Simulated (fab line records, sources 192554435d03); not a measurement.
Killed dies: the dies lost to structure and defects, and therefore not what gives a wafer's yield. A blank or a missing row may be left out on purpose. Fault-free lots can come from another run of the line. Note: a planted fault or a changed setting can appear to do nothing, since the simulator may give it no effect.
Problem report in the 8D (eight disciplines) form, filled by code	flow n5Finfet	the parts of the form that need people (team, actions taken, sign-off) are left out

== 1. PROBLEM STATEMENT ==
Mean of runLengthS at N5_BEOL_M7_CVD_78: 211.5 s across 3 wafers in 2 lots; on wafers with no fault it is 165.0 s (standard deviation 0.48). That puts it +97 standard deviations away from the usual mean.
The step: deposits Co from CCTBA/H2, target thk 2 nm, time 142.3 s.
First seen on wafer L697.4, day 13 17:17, on cvdCo-01. Wafers with a number at this step in the record: 36, from 12 lots. The rule behind "out" and "out of limits": a value lying over 4 standard deviations away from the usual mean. All remaining wafers that have a number are taken as sound.

== 2. WHAT IT IS, AND WHAT IT ISN'T ==
question	is	is not
which readings at this step	runLengthS	-
which lots	L697, L698	L680, L681, L682, L684, L685, L686, L688, L690, L700, L702
which wafers of those lots	L697.4, L698.1, L698.4	L697.5, L697.6, L698.6
read on which tools	cvdCo-01	cvdCo-02
when	from day 13 17:17	up to then (26 sound wafers); but 7 sound wafers of L698, L700, L702 came after

== 3. WHAT RULES OUT EACH SUSPECT ==
Counting: any tool at a process step up to the reading remains a suspect provided it ran every lot that is out. Sound lots after the first of them don't rule it out here, since some wafers of a struck lot are sound.
- cvdCo-01 at N5_BEOL_M7_CVD_78 (deposits Co from CCTBA/H2, target thk 2 nm, time 142.3 s): kept. It processed each lot that is out (first: L697, day 13 17:17); up to then, its last sound lot is L688 (day 11 19:56). Its own readings are out on those wafers: runLengthS.
After counting, what remains is cvdCo-01 at N5_BEOL_M7_CVD_78.

== 4. THE CAUSE (what the simulator had put in) ==
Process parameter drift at N5_BEOL_M7_CVD_78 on cvdCo-01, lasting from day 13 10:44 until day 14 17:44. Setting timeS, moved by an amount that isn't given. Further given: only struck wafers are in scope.
This tool alone remained once counting was done.

== 5. THE CHAIN OF EFFECTS, in route order ==
One row per reading whose mean, taken over the struck wafers that have a number, lies over 3 standard deviations from the usual. Readings are gone through only where the record gives a usual standard deviation; hours: the median, over the lots, of the time from a lot's start at the first step in this table giving one to that lot's start at this step; sigmas: the change measured in usual standard deviations.
hours	step	reading	usual	on struck wafers	change	sigmas
0	N5_BEOL_M7_CVD_78	runLengthS	165.0 s	211.5	+46.5	+97
It contains these process steps:
- N5_BEOL_M7_CVD_78: deposits Co from CCTBA/H2, target thk 2 nm, time 142.3 s.

== 6. HOW IT WOULD HAVE BEEN CAUGHT EARLIER ==
7 hours passed between the start of the fault at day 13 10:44 and the first reading out of limits in this record, taken at day 13 17:17.
